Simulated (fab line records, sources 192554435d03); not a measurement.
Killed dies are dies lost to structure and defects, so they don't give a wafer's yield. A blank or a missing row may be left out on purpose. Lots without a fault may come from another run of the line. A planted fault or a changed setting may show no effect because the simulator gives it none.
Chamber matching | flow n5_finfet | N5_BEOL_M7_ALD_77 on ald_metal-02: 4 sister chambers
The step deposits TaN, target thk 2 nm, pulse time 2 s, purge time 3 s. 8 wafers are shown with their chamber, then 12 later ones without.

WAFERS WITH THEIR CHAMBER
wafer  | chamber | heater_power_w (W)
L087.1 | 1       | 398
L087.6 | 0       | 424
L094.1 | 2       | 476
L094.2 | 3       | 481
L094.3 | 0       | 418
L094.4 | 1       | 413
L094.5 | 3       | 486
L094.6 | 2       | 464

WAFERS WITHOUT THEIR CHAMBER
wafer  | heater_power_w (W)
L093.3 | 420
L093.5 | 417
L093.6 | 464
L096.4 | 478
L096.5 | 410
L096.6 | 466
L095.1 | 470
L095.2 | 423
L095.4 | 412
L097.1 | 473
L097.2 | 471
L097.6 | 472

WHICH CHAMBER EACH WENT THROUGH
wafer  | from the rows above     | in truth
L093.3 | can't be placed: 0 or 1 | 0
L093.5 | can't be placed: 0 or 1 | 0
L093.6 | can't be placed: 2 or 3 | 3
L096.4 | can't be placed: 3 or 2 | 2
L096.5 | can't be placed: 1 or 0 | 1
L096.6 | can't be placed: 2 or 3 | 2
L095.1 | can't be placed: 2 or 3 | 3
L095.2 | 0                       | 0
L095.4 | can't be placed: 1 or 0 | 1
L097.1 | can't be placed: 2 or 3 | 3
L097.2 | can't be placed: 2 or 3 | 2
L097.6 | can't be placed: 2 or 3 | 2
Placed correctly: 1 of 12. Can't be placed from these rows: 11 (the true chamber is among the candidates in 11). Placed wrongly: 0.
How it was worked out, from the rows above alone: a wafer's distance from a chamber is the root of the sum, over the readings, of the square of ((its reading less the chamber's mean) divided by the reading's scatter). The wafer belongs to the nearest chamber; if the next one is less than 2 further off, it can't be placed. A chamber's mean is the mean of its shown wafers. The scatter: the root of (the sum of the squares of (reading less its chamber's mean) over the shown wafers, divided by (wafers less chambers)).
